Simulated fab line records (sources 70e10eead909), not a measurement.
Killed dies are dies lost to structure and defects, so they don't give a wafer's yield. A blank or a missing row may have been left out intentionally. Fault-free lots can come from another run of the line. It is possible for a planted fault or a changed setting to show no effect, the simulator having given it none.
fab line records + flow nandHarc
[record]
- lots = 6
- wafers = 18
- lastDay = 33
route steps=1302 shown A_DECK1_JOINT@518 END@1302
lots with no fault: from the same line, run without faults
startH: hours from the record's first day to the start of the lot's first wafer shown + waitH: hours elapsed since this lot's preceding step + " the same as in the row above + L1.1+2: several wafers, shown together as one row + - no value present, or no start provided + * or withheld: withheld + < > ~ a bound
route shown NAME@n: NAME is a module with steps in the file, n the number in the route of the first one + usual: the fault-free wafers' mean and standard deviation + same: alike in all rows + chamber/n: place in a boat + sites: each site's reading + _std_site: the values' standard deviation + _edge_site: outer sites' mean less inner sites' + radiusMm: how far each site lies from the wafer's centre + mask NAME#n: copy n + behind: the last tool/chamber to shape the wafer + hold: what put the lot on hold/how long, in hours/how the hold closed + device: the n, p or np transistor that did not switch + end of line: the same wafers' tests at the end of the route + a step given without rows: its recipe and nothing more + killed: not the wafer's yield, but the dies lost to structure and defects at the first sort + map: per-die view of a wafer (x killed, . not killed, _ where there is no die)
set.NAME: the setting that was run; set.NAME@STEP: the one run at that earlier step + model.NAME: the simulator's own value behind a step, which no gauge read
a table for each step, a row for each wafer; lots at some steps of the route
services: a tool's chamber out of use, with start hour (startH, from the record's first day; less than 0 if before it), hours out, and reason
[[steps]]
[step NHARC_A_DECK1_JOINT_ETCHBACK_07]
[recipe]
- targetDepthA = 1050
- timeS = 26.9
- hbrFlowSccm = 150
- rfW = 350
- icpW = 350
- biasW = 60
- chemistry = HBr
[usual]
- drypumpMotorCurrentA = 5.6/0.46
- oesProductAu = 1.000/0.013
- runLengthS = 48.3/0.47
- throttleValvePct = 23.266/0.0098
| lot.wafer | tool     | chamber | startH | waitH | drypumpMotorCurrentA | oesProductAu | rfHoursCounterH | runLengthS | throttleValvePct |
|-----------|----------|---------|--------|-------|----------------------|--------------|-----------------|------------|------------------|
| L308.2    | rieSi-04 | 0       | 257.17 | 0.1   | 5.3                  | 1.004        | 0.5             | 48.8       | 23.271           |
| L308.1    | "        | 1       | "      | "     | 6.5                  | 1.004        | 0.4             | 47.8       | 23.279           |
| L308.6    | "        | 3       | "      | "     | 5.7                  | 1.031        | -               | 48.2       | 23.261           |
| L310.1    | rieSi-03 | 2       | 279.70 | 0.1   | 5.4                  | 1.016        | 0               | 49.0       | 23.284           |
| L310.5    | "        | 3       | "      | "     | 5.1                  | 0.993        | -               | 48.5       | 23.267           |
| L310.6    | "        | 0       | "      | "     | 6.0                  | 0.999        | -               | 48.4       | 23.266           |
| L311.2    | rieSi-03 | 0       | 288.15 | 0.1   | 5.9                  | 0.999        | 0.1             | 48.4       | 23.259           |
| L311.3    | "        | 3       | "      | "     | 5.1                  | 1.001        | 0.1             | 48.2       | 23.274           |
| L311.6    | "        | 3       | "      | "     | 5.1                  | 1.006        | -               | 48.1       | 23.259           |
| L313.1    | rieSi-03 | 1       | 306.48 | 0.1   | 5.0                  | 0.982        | 0.4             | 47.2       | 23.289           |
| L313.4    | "        | 1       | "      | "     | 5.0                  | 0.969        | -               | 47.7       | 23.281           |
| L313.5    | "        | 0       | "      | "     | 5.9                  | 0.994        | -               | 48.6       | 23.257           |
| L326.3    | rieSi-01 | 2       | 436.52 | 0.1   | 6.0                  | 1.017        | 0.2             | 48.6       | 23.268           |
| L326.4    | "        | 0       | "      | "     | 5.7                  | 1.003        | 0.3             | 48.0       | 23.262           |
| L326.6    | "        | 2       | "      | "     | 6.0                  | 1.024        | -               | 48.7       | 23.251           |
| L329.4    | rieSi-04 | 0       | 466.05 | 0.1   | 5.2                  | 1.008        | 0.7             | 48.5       | 23.266           |
| L329.6    | "        | 0       | "      | "     | 5.2                  | 1.012        | -               | 48.7       | 23.278           |
| L329.5    | "        | 1       | "      | "     | 6.5                  | 1.009        | -               | 47.4       | 23.270           |
[step NHARC_A_DECK1_JOINT_ETCH_25]
[recipe]
- targetDepthA = 5
- chemistry = dHF
- material = SiO2
[step NHARC_A_DECK1_JOINT_ETCH_19]
[recipe]
- tempC = 25
- targetDepthA = 30
- chemistry = TMAH
- material = poly-Si
[step NHARC_A_DECK1_JOINT_ETCH_18]
[recipe]
- targetDepthA = 30
- chemistry = dHF
- material = SiO2
[step NHARC_A_DECK1_JOINT_WET_08]
[recipe]
- tempC = 160
- timeS = 86
- chemistry = H3PO4
[step NHARC_A_DECK1_JOINT_ETCH_09]
[recipe]
- targetDepthA = 50
- chemistry = dHF
- material = SiO2
[step NHARC_A_DECK1_JOINT_WET_10]
[recipe]
- tempC = 160
- timeS = 86
- chemistry = H3PO4
[step NHARC_A_DECK1_JOINT_ETCH_11]
[recipe]
- targetDepthA = 350
- chemistry = dHF
- material = SiO2
[step NHARC_A_DECK1_JOINT_CVD_12]
[recipe]
- targetThkA = 900
- tempC = 620
- pressureMtorr = 200
- timeS = 1800
- material = poly-Si
[step NHARC_A_DECK1_JOINT_CMP_13]
[recipe]
- targetThkNm = 51.023
[usual]
- motorCurrentA = 12.9/0.99
- timeToEndpointS = 10/3.3
| lot.wafer | tool   | chamber | startH | waitH | motorCurrentA | timeToEndpointS |
|-----------|--------|---------|--------|-------|---------------|-----------------|
| L308.2    | cmp-03 | 3       | 267.30 | 0.4   | 11.3          | 10              |
| L308.1    | "      | 0       | "      | "     | 13.0          | 8               |
| L308.6    | "      | 2       | "      | "     | 12.9          | 8               |
| L310.1    | cmp-02 | 3       | 289.96 | 0.4   | 13.8          | 12              |
| L310.5    | "      | 1       | "      | "     | 12.4          | 19              |
| L310.6    | "      | 2       | "      | "     | 12.9          | 16              |
| L311.2    | cmp-04 | 2       | 298.55 | 0.4   | 12.0          | 11              |
| L311.3    | "      | 3       | "      | "     | 12.9          | 12              |
| L311.6    | "      | 2       | "      | "     | 12.9          | 10              |
| L313.1    | cmp-04 | 1       | 316.61 | 0.4   | 12.7          | 8               |
| L313.4    | "      | 0       | "      | "     | 11.7          | 13              |
| L313.5    | "      | 2       | "      | "     | 12.7          | 14              |
| L326.4    | cmp-02 | 1       | 446.61 | 0.4   | 12.6          | 16              |
| L326.3    | "      | 2       | "      | "     | 13.9          | 11              |
| L326.6    | "      | 1       | "      | "     | 11.5          | 17              |
| L329.4    | cmp-02 | 3       | 476.22 | 0.4   | 12.4          | 15              |
| L329.5    | "      | 0       | "      | "     | 14.0          | 7               |
| L329.6    | "      | 1       | "      | "     | 12.2          | 19              |
[step NHARC_A_DECK1_JOINT_THK_MEAS_14]
[recipe]
- thkMeasGauge = ellipsometry
[usual]
- thkNm = 51.0/1.9
| lot.wafer | tool         | chamber | startH | waitH | thkNm |
|-----------|--------------|---------|--------|-------|-------|
| L308.1    | filmMetro-01 | -       | 267.53 | 0.2   | 47.4  |
| L308.2    | "            | -       | "      | "     | 51.8  |
| L308.6    | "            | -       | "      | "     | 51.3  |
| L310.1    | filmMetro-02 | -       | 290.17 | 0.2   | 51.3  |
| L310.5    | "            | -       | "      | "     | 51.8  |
| L310.6    | "            | -       | "      | "     | 52.8  |
| L311.2    | filmMetro-02 | -       | 298.81 | 0.2   | 52.2  |
| L311.3    | "            | -       | "      | "     | 50.0  |
| L311.6    | "            | -       | "      | "     | 52.7  |
| L313.1    | filmMetro-02 | -       | 316.87 | 0.2   | 48.8  |
| L313.4    | "            | -       | "      | "     | 52.2  |
| L313.5    | "            | -       | "      | "     | 49.2  |
| L326.3    | filmMetro-01 | -       | 446.84 | 0.2   | 52.7  |
| L326.4    | "            | -       | "      | "     | 53.7  |
| L326.6    | "            | -       | "      | "     | 54.1  |
| L329.4    | filmMetro-02 | -       | 476.40 | 0.2   | 52.1  |
| L329.5    | "            | -       | "      | "     | 47.5  |
| L329.6    | "            | -       | "      | "     | 55.3  |
[step NHARC_A_DECK1_JOINT_SRD_04]
[step NHARC_A_DECK1_JOINT_ETCHBACK_00]
[recipe]
- targetDepthA = 300
- timeS = 17.4
- hbrFlowSccm = 150
- rfW = 350
- icpW = 350
- biasW = 60
- chemistry = HBr
[usual]
- drypumpMotorCurrentA = 5.7/0.45
- oesProductAu = 1.001/0.014
- runLengthS = 38.8/0.46
- throttleValvePct = 23.266/0.0096
| lot.wafer | tool     | chamber | startH | waitH | drypumpMotorCurrentA | oesProductAu | rfHoursCounterH | runLengthS | throttleValvePct |
|-----------|----------|---------|--------|-------|----------------------|--------------|-----------------|------------|------------------|
| L308.2    | rieSi-01 | 0       | 267.66 | 0.1   | 5.7                  | 0.986        | 0.6             | 38.8       | 23.256           |
| L308.1    | "        | 2       | "      | "     | 5.9                  | 1.015        | 0.5             | 39.7       | 23.256           |
| L308.6    | "        | 1       | "      | "     | 6.3                  | 1.020        | -               | 39.1       | 23.251           |
| L310.1    | rieSi-04 | 0       | 290.34 | 0.1   | 5.2                  | 1.002        | 0.9             | 38.8       | 23.257           |
| L310.5    | "        | 1       | "      | "     | 6.5                  | 0.977        | -               | 37.9       | 23.271           |
| L310.6    | "        | 2       | "      | "     | 5.3                  | 0.992        | -               | 38.8       | 23.256           |
| L311.2    | rieSi-04 | 0       | 298.94 | 0.1   | 5.2                  | 1.020        | 0.9             | 28.2       | 23.269           |
| L311.3    | "        | 2       | "      | "     | 5.3                  | 0.992        | 0.8             | 39.0       | 23.280           |
| L311.6    | "        | 1       | "      | "     | 6.4                  | 0.981        | -               | 38.2       | 23.265           |
| L313.4    | rieSi-04 | 0       | 317.00 | 0.1   | 5.3                  | 1.016        | 1.1             | 28.3       | 23.270           |
| L313.1    | "        | 3       | "      | "     | 5.7                  | 1.023        | 1.1             | 38.9       | 23.267           |
| L313.5    | "        | 1       | "      | "     | 6.4                  | 0.981        | -               | 38.0       | 23.279           |
| L326.4    | rieSi-01 | 2       | 446.98 | 0.1   | 6.0                  | 1.025        | 0.3             | 39.1       | 23.280           |
| L326.3    | "        | 0       | "      | "     | 5.7                  | 0.999        | 0.4             | 38.9       | 23.267           |
| L326.6    | "        | 2       | "      | "     | 6.0                  | 1.022        | -               | 39.0       | 23.279           |
| L329.4    | rieSi-01 | 0       | 476.55 | 0.1   | 5.7                  | 1.004        | 0.7             | 38.5       | 23.269           |
| L329.6    | "        | 2       | "      | "     | 6.0                  | 1.012        | -               | 39.5       | 23.264           |
| L329.5    | "        | 3       | "      | "     | 6.0                  | 0.986        | -               | 38.6       | 23.256           |
[step NHARC_A_DECK1_JOINT_PRECLEAN_30]
[recipe]
- timeS = *
- tempC = 50
- bathAgeMin = 0
- chemistry = SC1
[step NHARC_END_SORT_01]
[recipe]
- tempC = 25
[usual]
- killedAtArray = 52/16
- killedAtOther = 0.8/0.98
- killedAtPeriphery = 4.2/2.9
- killedDies = 57/16
- killedOpen = 3.3/1.9
- killedShort = 2.5/1.5
[same]
- grossDies = 677
| lot.wafer | tool      | chamber | startH | waitH | killedAtArray | killedAtOther | killedAtPeriphery | killedDies | killedOpen | killedShort |
|-----------|-----------|---------|--------|-------|---------------|---------------|-------------------|------------|------------|-------------|
| L313.1    | prober-01 | 0       | 624.73 | 2.5   | 93            | 0             | 1                 | 94         | 3          | 0           |
| L313.4    | prober-01 | 0       | 627.15 | 3.4   | 81            | 0             | 3                 | 84         | 4          | 1           |
| L313.5    | prober-01 | 0       | 627.95 | 3.7   | 69            | 0             | 2                 | 71         | 2          | 1           |
// killed by level:class
L313.1 A_SLIT:chamberFilmFlake=38 A_CHANNEL_HOLE_D1:chamberFilmFlake=32 A_CHANNEL_HOLE_D2:chamberFilmFlake=11 A_STAIRCASE:chamberFilmFlake=3 A_WL_FILL:geometricParticle:open=2 A_M0:geometricParticle:open=1 P_STI:chamberFilmFlake=1 A_ZERO_WELL:chamberFilmFlake=1
L313.4 A_SLIT:chamberFilmFlake=29 A_CHANNEL_HOLE_D1:chamberFilmFlake=23 A_CHANNEL_HOLE_D2:chamberFilmFlake=11 A_WL_FILL:chamberFilmFlake=6 A_M0:chamberFilmFlake=4 A_CONTACT:chamberFilmFlake=3 A_CHANNEL_FILL_D1:chamberFilmFlake=2 P_STI:geometricParticle:open=1
L313.5 A_SLIT:chamberFilmFlake=29 A_CHANNEL_HOLE_D1:chamberFilmFlake=19 A_CHANNEL_HOLE_D2:chamberFilmFlake=13 P_ZERO_WELL:chamberFilmFlake=2 A_WL_FILL:chamberFilmFlake=2 A_CONTACT:chamberFilmFlake=2 A_CHANNEL_HOLE_D1:geometricParticle:short=1 A_CONTACT:geometricParticle:open=1
[[services]]
| tool     | chamber | startH | hours | kind   |
|----------|---------|--------|-------|--------|
| rieSi-03 | -       | 238.48 | 0.2   | repair |
| rieSi-03 | -       | 241.94 | 0.7   | repair |
| cmp-04   | -       | 263.85 | 0.5   | repair |
| rieSi-03 | -       | 266.98 | 9.0   | pm     |
| cmp-02   | -       | 273.18 | 1.9   | repair |
| rieSi-01 | -       | 274.84 | 66.8  | repair |
| rieSi-04 | 1       | 280.62 | 3.4   | repair |
| rieSi-03 | 2       | 285.17 | 33.1  | repair |
| cmp-02   | -       | 298.16 | 1.9   | repair |
| rieSi-03 | 3       | 309.40 | 6.4   | repair |
| cmp-02   | -       | 320.92 | 0.5   | repair |
| cmp-02   | -       | 330.60 | 4.0   | pm     |
| rieSi-04 | -       | 342.00 | 9.0   | pm     |
| rieSi-01 | 3       | 359.35 | 6.6   | repair |
| rieSi-03 | 1       | 366.61 | 17.1  | repair |
| rieSi-01 | -       | 370.00 | 9.0   | pm     |
| rieSi-04 | 1       | 410.39 | 10.1  | repair |
| cmp-02   | -       | 428.60 | 4.0   | pm     |
| rieSi-04 | 2       | 431.46 | 7.9   | repair |
| rieSi-03 | -       | 443.98 | 9.0   | pm     |
| rieSi-04 | 1       | 444.39 | 5.5   | repair |
| rieSi-04 | 0       | 449.65 | 8.3   | repair |
| rieSi-04 | 2       | 450.05 | 6.8   | repair |
| cmp-02   | -       | 465.67 | 1.7   | repair |
[[key]]
[firstSign]
- step = NHARC_A_DECK1_JOINT_ETCHBACK_00
- reading = runLengthS
- direction = down
- sigmas = 23
- usual = *
- struck = *
effect none on later readings
metAt NHARC_A_DECK1_JOINT_ETCHBACK_00
struckWafers L311.2,L313.4
testerLeftOut L311,L313
onsetBetween 290.34 298.94
[fault]
- kind = processParameterDrift
- tool = rieSi-04
- chamber = 0
- onsetH = 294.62
- steps = NHARC_A_DECK1_JOINT_ETCHBACK_00
- channel = timeS
- offset = *
- shape = step
- endH = 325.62
- actsIn = *
- stated = *
// testerLeftOut: of these lots the tester's yield and bins aren't shown, on N5 and GAA mostly nor the transistor test; their killed dies are dies lost to structure and defects alone, not to doping, threshold or leakage, so they don't give the yield
